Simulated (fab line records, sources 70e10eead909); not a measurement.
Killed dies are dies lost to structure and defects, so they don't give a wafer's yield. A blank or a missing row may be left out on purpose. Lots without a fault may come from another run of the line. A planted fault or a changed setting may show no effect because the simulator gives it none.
Which tool did it? | flow nand_harc | 24 lots, 72 wafers sampled, at 5 steps of a route of 1159

WHAT THE GAUGES READ, wafer by wafer
NHARC_A_STAIRCASE_INSPECT_155. Usual: raw_defect_count 329, standard deviation 91.
lot  | measured     | on                | raw_defect_count | flag
L074 | day 13 20:56 | defect_inspect-01 | 385 399 335      |
L075 | day 14 04:51 | defect_inspect-01 | 177 143 209      |
L076 | day 14 04:53 | defect_inspect-02 | 483 342 281      |
L078 | day 14 05:20 | defect_inspect-01 | 389 393 463      |
L077 | day 14 15:27 | defect_inspect-02 | 196 269 257      |
L079 | day 14 16:05 | defect_inspect-02 | 552 382 255      |
L082 | day 16 00:05 | defect_inspect-01 | 345 494 266      |
L080 | day 15 23:50 | defect_inspect-02 | 329 246 266      |
L081 | day 16 00:35 | defect_inspect-02 | 284 311 300      |
L083 | day 16 12:11 | defect_inspect-02 | 385 375 311      |
L084 | day 16 10:19 | defect_inspect-02 | 216 239 340      |
L085 | day 16 11:19 | defect_inspect-01 | 315 249 325      |
L087 | day 16 20:38 | defect_inspect-01 | 377 347 331      |
L086 | day 16 20:47 | defect_inspect-01 | 263 253 207      |
L088 | day 17 02:10 | defect_inspect-02 | 360 287 287      |
L090 | day 17 01:59 | defect_inspect-02 | 353 302 315      |
L089 | day 17 23:27 | defect_inspect-01 | 253 328 271      |
L091 | day 18 05:46 | defect_inspect-01 | 183 641 274      |
L092 | day 18 05:37 | defect_inspect-02 | 504 600 357      |
L094 | day 18 05:18 | defect_inspect-01 | 353 317 347      |
L093 | day 19 03:06 | defect_inspect-01 | 234 429 342      |
L095 | day 19 21:06 | defect_inspect-02 | 287 245 311      |
L097 | day 19 21:25 | defect_inspect-02 | 251 414 197      |
L096 | day 19 21:04 | defect_inspect-02 | 393 520 382      |

WHICH TOOL RAN EACH LOT (tool, then ch and the chambers of the sampled wafers, then the start)
lot  | NHARC_A_STAIRCASE_ETCH_452                    | NHARC_A_STAIRCASE_DEP_322       | NHARC_A_STAIRCASE_CMP_450     | NHARC_A_STAIRCASE_CMP_152
L074 | rie_diel-13 ch 1,3, day 12 20:48 or earlier   | pecvd-01 ch 0,2, day 12 20:48   | cmp-03 ch 2,3, day 13 19:06   | cmp-03 ch 2,3, day 13 19:11
L075 | rie_diel-08 ch 0,2,3, day 13 04:13 or earlier | pecvd-01 ch 0,1,2, day 13 04:13 | cmp-04 ch 0,2,3, day 14 02:58 | cmp-04 ch 0,2,3, day 14 03:02
L076 | rie_diel-05 ch 0,2,3, day 13 04:07 or earlier | pecvd-04 ch 0,1,2, day 13 04:07 | cmp-02 ch 0,1,3, day 14 03:02 | cmp-02 ch 0,1,3, day 14 03:07
L078 | rie_diel-08 ch 1,2, day 13 10:23 or earlier   | pecvd-04 ch 0,1, day 13 10:23   | cmp-03 ch 0,3, day 14 03:29   | cmp-03 ch 0,3, day 14 03:33
L077 | rie_diel-13 ch 0,3, day 13 16:11 or earlier   | pecvd-04 ch 0,2, day 13 16:11   | cmp-03 ch 1,2, day 14 13:38   | cmp-03 ch 1,2, day 14 13:42
L079 | rie_diel-08 ch 0,2,3, day 13 20:10 or earlier | pecvd-01 ch 1,2, day 13 20:10   | cmp-03 ch 0,1, day 14 14:12   | cmp-03 ch 0,1, day 14 14:16
L082 | rie_diel-13 ch 0,3, day 13 14:01              | pecvd-03 ch 1,2, day 15 04:03   | cmp-04 ch 0,1,2, day 15 22:11 | cmp-04 ch 0,1,2, day 15 22:16
L080 | rie_diel-05 ch 0,1,3, day 15 04:02 or earlier | pecvd-04 ch 0,1,2, day 15 04:02 | cmp-04 ch 0,1,2, day 15 22:00 | cmp-04 ch 0,1,2, day 15 22:04
L081 | rie_diel-13 ch 0,3, day 15 04:05 or earlier   | pecvd-01 ch 0,1,2, day 15 04:05 | cmp-02 ch 2,3, day 15 22:41   | cmp-02 ch 2,3, day 15 22:45
L083 | rie_diel-05 ch 0,1,3, day 15 14:02 or earlier | pecvd-04 ch 1,2, day 15 14:02   | cmp-02 ch 1,3, day 16 09:44   | cmp-02 ch 1,3, day 16 09:48
L084 | rie_diel-13 ch 1,2,3, day 15 14:02 or earlier | pecvd-03 ch 0,1, day 15 14:02   | cmp-04 ch 0,3, day 16 08:30   | cmp-04 ch 0,3, day 16 08:35
L085 | rie_diel-08 ch 0,1,3, day 15 14:12 or earlier | pecvd-01 ch 0,1,2, day 15 14:12 | cmp-04 ch 0,1,3, day 16 09:26 | cmp-04 ch 0,1,3, day 16 09:31
L087 | rie_diel-08 ch 1,2, day 16 00:53 or earlier   | pecvd-04 ch 1,2, day 16 00:53   | cmp-04 ch 1,2,3, day 16 18:46 | cmp-04 ch 1,2,3, day 16 18:50
L086 | rie_diel-13 ch 1,2,3, day 16 00:50 or earlier | pecvd-01 ch 0,1,2, day 16 00:50 | cmp-04 ch 1,2, day 16 18:56   | cmp-04 ch 1,2, day 16 19:01
L088 | rie_diel-13 ch 0,2, day 16 05:40 or earlier   | pecvd-03 ch 1,2, day 16 05:40   | cmp-03 ch 2,3, day 17 00:19   | cmp-03 ch 2,3, day 17 00:24
L090 | rie_diel-05 ch 0,2,3, day 16 05:32 or earlier | pecvd-04 ch 0,2, day 16 05:32   | cmp-02 ch 0,1,2, day 17 00:11 | cmp-02 ch 0,1,2, day 17 00:15
L089 | rie_diel-08 ch 0,3, day 16 22:47 or earlier   | pecvd-03 ch 0,1, day 16 22:47   | cmp-02 ch 0,1,3, day 17 21:40 | cmp-02 ch 0,1,3, day 17 21:44
L091 | rie_diel-08 ch 0,1, day 17 03:11 or earlier   | pecvd-01 ch 0,1,2, day 17 03:11 | cmp-03 ch 1,2,3, day 18 03:52 | cmp-03 ch 1,2,3, day 18 03:56
L092 | rie_diel-13 ch 1,3, day 17 09:08 or earlier   | pecvd-03 ch 0,1, day 17 09:08   | cmp-02 ch 0,1,3, day 18 03:42 | cmp-02 ch 0,1,3, day 18 03:47
L094 | rie_diel-08 ch 0,1, day 17 09:14 or earlier   | pecvd-01 ch 0,1, day 17 09:14   | cmp-04 ch 1,3, day 18 03:25   | cmp-04 ch 1,3, day 18 03:29
L093 | rie_diel-08 ch 0,1,2, day 17 20:53 or earlier | pecvd-04 ch 1,2, day 17 20:53   | cmp-02 ch 0,1,2, day 19 01:04 | cmp-02 ch 0,1,2, day 19 01:09
L095 | rie_diel-05 ch 1,3, day 18 18:10 or earlier   | pecvd-03 ch 1,2, day 18 18:10   | cmp-04 ch 0,2, day 19 19:17   | cmp-04 ch 0,2, day 19 19:21
L097 | rie_diel-05 ch 1,2,3, day 18 18:43 or earlier | pecvd-04 ch 0,2, day 18 18:43   | cmp-02 ch 0,2,3, day 19 19:34 | cmp-02 ch 0,2,3, day 19 19:39
L096 | rie_diel-08 ch 1,2,3, day 18 18:02 or earlier | pecvd-04 ch 0,2, day 18 18:02   | cmp-02 ch 1,2, day 19 19:16   | cmp-02 ch 1,2, day 19 19:20
- NHARC_A_STAIRCASE_ETCH_452: etches the open film in CF4/O2, target depth 30 nm, overetch 3 nm, time 16.5 s.
- NHARC_A_STAIRCASE_DEP_322: deposits SiO2, target thk 3800 nm.
- NHARC_A_STAIRCASE_CMP_450: polishes SiO2, target thk 200 nm.
- NHARC_A_STAIRCASE_CMP_152: polishes.

WHAT THE TOOLS THEMSELVES READ (means of the sampled wafers that have a number; where no wafer has one, the mark that the record gives instead)
NHARC_A_STAIRCASE_ETCH_452. Usual: drypump_motor_current_A 5.7 A, standard deviation 0.47; oes_product_au 1.001 a.u., standard deviation 0.014; rf_vpp_V 197.0 V, standard deviation 1.4; showerhead_plenum_p_Torr 1.30 Torr, standard deviation 0.056; throttle_valve_pct 13.397 %, standard deviation 0.008.
lot  | tool        | drypump_motor_current_A (A) | oes_product_au (a.u.) | rf_vpp_V (V) | showerhead_plenum_p_Torr (Torr) | throttle_valve_pct (%) | flag
L074 | rie_diel-13 | 6.0                         | 0.984                 | 199.9        | 1.39                            | 13.396                 |
L075 | rie_diel-08 | 5.2                         | 1.001                 | 196.6        | 1.27                            | 13.397                 |
L076 | rie_diel-05 | 5.7                         | 1.001                 | 196.7        | 1.29                            | 13.402                 |
L078 | rie_diel-08 | 5.3                         | 0.998                 | 197.0        | 1.27                            | 13.399                 |
L077 | rie_diel-13 | 6.2                         | 0.993                 | 197.3        | 1.32                            | 13.400                 |
L079 | rie_diel-08 | 5.2                         | 1.013                 | 196.0        | 1.26                            | 13.395                 |
L082 | rie_diel-13 | 6.2                         | 1.012                 | 198.2        | 1.32                            | 13.395                 |
L080 | rie_diel-05 | 5.9                         | 0.994                 | 197.6        | 1.32                            | 13.398                 |
L081 | rie_diel-13 | 6.1                         | 0.999                 | 198.8        | 1.37                            | 13.399                 |
L083 | rie_diel-05 | 5.9                         | 0.997                 | 198.5        | 1.32                            | 13.403                 |
L084 | rie_diel-13 | 5.7                         | 0.989                 | 198.3        | 1.35                            | 13.393                 |
L085 | rie_diel-08 | 5.6                         | 1.003                 | 195.9        | 1.25                            | 13.393                 |
L087 | rie_diel-08 | 5.7                         | 0.999                 | 195.2        | 1.26                            | 13.402                 |
L086 | rie_diel-13 | 5.7                         | 0.988                 | 198.2        | 1.35                            | 13.400                 |
L088 | rie_diel-13 | 5.8                         | 1.001                 | 196.2        | 1.28                            | 13.401                 |
L090 | rie_diel-05 | 5.7                         | 1.007                 | 197.0        | 1.29                            | 13.396                 |
L089 | rie_diel-08 | 5.4                         | 1.008                 | 196.7        | 1.26                            | 13.401                 |
L091 | rie_diel-08 | 5.8                         | 1.006                 | 196.5        | 1.26                            | 13.401                 |
L092 | rie_diel-13 | 6.1                         | 0.991                 | 198.1        | 1.39                            | 13.399                 |
L094 | rie_diel-08 | 5.7                         | 0.999                 | 196.5        | 1.26                            | 13.396                 |
L093 | rie_diel-08 | 5.5                         | 0.997                 | 196.6        | 1.26                            | 13.402                 |
L095 | rie_diel-05 | 6.3                         | 1.016                 | 198.7        | 1.36                            | 13.388                 |
L097 | rie_diel-05 | 6.1                         | 1.014                 | 198.2        | 1.32                            | 13.400                 |
L096 | rie_diel-08 | 5.4                         | 1.003                 | 195.5        | 1.25                            | 13.398                 |

NHARC_A_STAIRCASE_DEP_322. Usual: heater_power_w 658 W, standard deviation 120.
lot  | tool     | heater_power_w (W) | flag
L074 | pecvd-01 | 604                |
L075 | pecvd-01 | 565                |
L076 | pecvd-04 | 692                |
L078 | pecvd-04 | 731                |
L077 | pecvd-04 | 621                |
L079 | pecvd-01 | 599                |
L082 | pecvd-03 | 579                |
L080 | pecvd-04 | 751                |
L081 | pecvd-01 | 598                |
L083 | pecvd-04 | 669                |
L084 | pecvd-03 | 661                |
L085 | pecvd-01 | 627                |
L087 | pecvd-04 | 619                |
L086 | pecvd-01 | 632                |
L088 | pecvd-03 | 677                |
L090 | pecvd-04 | 604                |
L089 | pecvd-03 | 539                |
L091 | pecvd-01 | 608                |
L092 | pecvd-03 | 575                |
L094 | pecvd-01 | 597                |
L093 | pecvd-04 | 710                |
L095 | pecvd-03 | 650                |
L097 | pecvd-04 | 663                |
L096 | pecvd-04 | 686                |

NHARC_A_STAIRCASE_CMP_450. Usual: motor_current_A 11.9 A, standard deviation 1; slurry_filter_dp_kPa 13.49 kPa, standard deviation 0.14.
lot  | tool   | motor_current_A (A) | slurry_filter_dp_kPa (kPa) | flag
L074 | cmp-03 | 10.5                | 13.65                      |
L075 | cmp-04 | 11.1                | 13.66                      |
L076 | cmp-02 | 12.4                | 13.52                      |
L078 | cmp-03 | 11.1                | 13.57                      |
L077 | cmp-03 | 12.6                | 13.33                      |
L079 | cmp-03 | 13.1                | 13.48                      |
L082 | cmp-04 | 11.4                | 13.41                      |
L080 | cmp-04 | 11.6                | 13.64                      |
L081 | cmp-02 | 12.6                | 13.44                      |
L083 | cmp-02 | 12.6                | 13.44                      |
L084 | cmp-04 | 10.3                | 13.40                      |
L085 | cmp-04 | 11.0                | 13.41                      |
L087 | cmp-04 | 11.5                | 13.60                      |
L086 | cmp-04 | 11.9                | 13.55                      |
L088 | cmp-03 | 10.9                | 13.50                      |
L090 | cmp-02 | 12.8                | 13.40                      |
L089 | cmp-02 | 12.9                | 13.61                      |
L091 | cmp-03 | 11.2                | 13.46                      |
L092 | cmp-02 | 12.3                | 13.42                      |
L094 | cmp-04 | 10.8                | 13.57                      |
L093 | cmp-02 | 12.1                | 13.47                      |
L095 | cmp-04 | 11.9                | 13.46                      |
L097 | cmp-02 | 12.2                | 13.48                      |
L096 | cmp-02 | 12.5                | 13.63                      |

NHARC_A_STAIRCASE_CMP_152. Usual: motor_current_A 11.9 A, standard deviation 1; slurry_filter_dp_kPa 13.49 kPa, standard deviation 0.13.
lot  | tool   | motor_current_A (A) | slurry_filter_dp_kPa (kPa) | flag
L074 | cmp-03 | 10.5                | 13.56                      |
L075 | cmp-04 | 10.6                | 13.46                      |
L076 | cmp-02 | 12.2                | 13.47                      |
L078 | cmp-03 | 11.2                | 13.43                      |
L077 | cmp-03 | 12.4                | 13.49                      |
L079 | cmp-03 | 13.0                | 13.35                      |
L082 | cmp-04 | 11.6                | 13.48                      |
L080 | cmp-04 | 11.4                | 13.47                      |
L081 | cmp-02 | 12.7                | 13.62                      |
L083 | cmp-02 | 12.6                | 13.40                      |
L084 | cmp-04 | 10.6                | 13.52                      |
L085 | cmp-04 | 10.7                | 13.51                      |
L087 | cmp-04 | 11.5                | 13.46                      |
L086 | cmp-04 | 12.0                | 13.50                      |
L088 | cmp-03 | 10.5                | 13.50                      |
L090 | cmp-02 | 12.4                | 13.41                      |
L089 | cmp-02 | 12.3                | 13.57                      |
L091 | cmp-03 | 11.4                | 13.50                      |
L092 | cmp-02 | 12.2                | 13.50                      |
L094 | cmp-04 | 10.8                | 13.54                      |
L093 | cmp-02 | 12.0                | 13.45                      |
L095 | cmp-04 | 11.8                | 13.53                      |
L097 | cmp-02 | 12.9                | 13.58                      |
L096 | cmp-02 | 12.4                | 13.43                      |

THE ANSWER, worked out from the rows above alone
Rule: a lot is off if the mean of its wafers that have a number lies more than 3 standard deviations from the usual mean. A lot without any number at a reading at which 4 lots or more have one is off too. The other lots that the step has rows for count as sound. The gauges are gone through in route order, then the tools' own readings, and for those a lot's mean is taken as printed above. The first step at which some lot is off is used, and at that step the reading that is off furthest; a lot without a number counts as furthest.
No lot is off at any reading shown: from this, nothing can be told.

WHAT THE SIMULATOR HAD PUT IN
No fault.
